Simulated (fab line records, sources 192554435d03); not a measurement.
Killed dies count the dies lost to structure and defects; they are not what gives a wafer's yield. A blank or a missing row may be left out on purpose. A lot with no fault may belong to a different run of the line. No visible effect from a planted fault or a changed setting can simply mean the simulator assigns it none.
8D (eight disciplines) problem report, filled in by code + flow n5-finfet + the parts of the form that need people (team, actions taken, sign-off) are left out

== 1. PROBLEM STATEMENT ==
A mean of 240.9 s is read at N5_BEOL_M5_CVD_47 for run-length-s, taken on 1 wafer of 1 lot, against 238.8 s (standard deviation 0.4) on wafers free of any fault. That is +5.2 standard deviations from the usual mean.
The step: deposits Co from CCTBA/H2, target thk 3 nm, time 216 s.
First seen on wafer L171.3, day 12 16:14, on cvd-co-02. The record holds 36 wafers of 13 lots with a number at this step. By rule, "out" or "out of limits" means more than 4 standard deviations away from the usual mean. The rest of the wafers with a number are treated as sound.

== 2. WHAT IT IS, AND WHAT IT ISN'T ==
| question                    | is                     | is not                                                                                 |
|-----------------------------|------------------------|----------------------------------------------------------------------------------------|
| which readings at this step | run-length-s           | -                                                                                      |
| which lots                  | L171                   | L156, L157, L158, L159, L161, L162, L164, L165, L173, L174, L175, L178                 |
| which wafers of those lots  | all that have a number | -                                                                                      |
| read on which tools         | cvd-co-02              | cvd-co-01                                                                              |
| when                        | from day 12 16:14      | up to then (23 sound wafers); but 12 sound wafers of L173, L174, L175, L178 came after |

== 3. THE SUSPECTS, EACH WITH WHAT RULES IT OUT ==
Counting: a tool stays on the suspect list if, at a process step up to the reading, it processed all lots that are out and no sound lot following the first of them.
- pvd-sputter-01 at N5_BEOL_M5_SURFACE_TREAT_87: ruled out as a lasting fault. Following L171 (day 12 16:07), the first lot on it that is out, the sound lots L173, L174 were run on it.
- cvd-co-02 at N5_BEOL_M5_CVD_47 (deposits Co from CCTBA/H2, target thk 3 nm, time 216 s): kept. It ran the lot that is out, L171 (day 12 16:14), and no sound lot after that; its last sound lot up to then is L164 (day 10 12:59). Its own readings are out on those wafers: run-length-s.
After counting, what remains is cvd-co-02 at N5_BEOL_M5_CVD_47.

== 4. THE CAUSE (what the simulator had put in) ==
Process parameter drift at N5_BEOL_M5_CVD_47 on cvd-co-02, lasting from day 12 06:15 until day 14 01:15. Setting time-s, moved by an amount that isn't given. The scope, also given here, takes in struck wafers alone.
Counting left only this tool.

== 5. THE EFFECT CHAIN, in route order ==
Rows list readings where the struck wafers' mean (over those with a number) sits beyond 3 standard deviations from the usual. Only readings whose record carries a usual standard deviation are examined. hours: median over the lots of the time between each lot's start at the first step of this table that gives one and its start at this step. sigmas: the change, counted in usual standard deviations.
| hours | step              | reading      | usual   | on struck wafers | change | sigmas |
|-------|-------------------|--------------|---------|------------------|--------|--------|
| 0     | N5_BEOL_M5_CVD_47 | run-length-s | 238.8 s | 240.9            | +2.1   | +5.2   |
The process steps in it:
- N5_BEOL_M5_CVD_47: deposits Co from CCTBA/H2, target thk 3 nm, time 216 s.

== 6. HOW IT WOULD HAVE BEEN CAUGHT EARLIER ==
10 hours passed between the start of the fault at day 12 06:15 and the first reading out of limits in this record, taken at day 12 16:14.
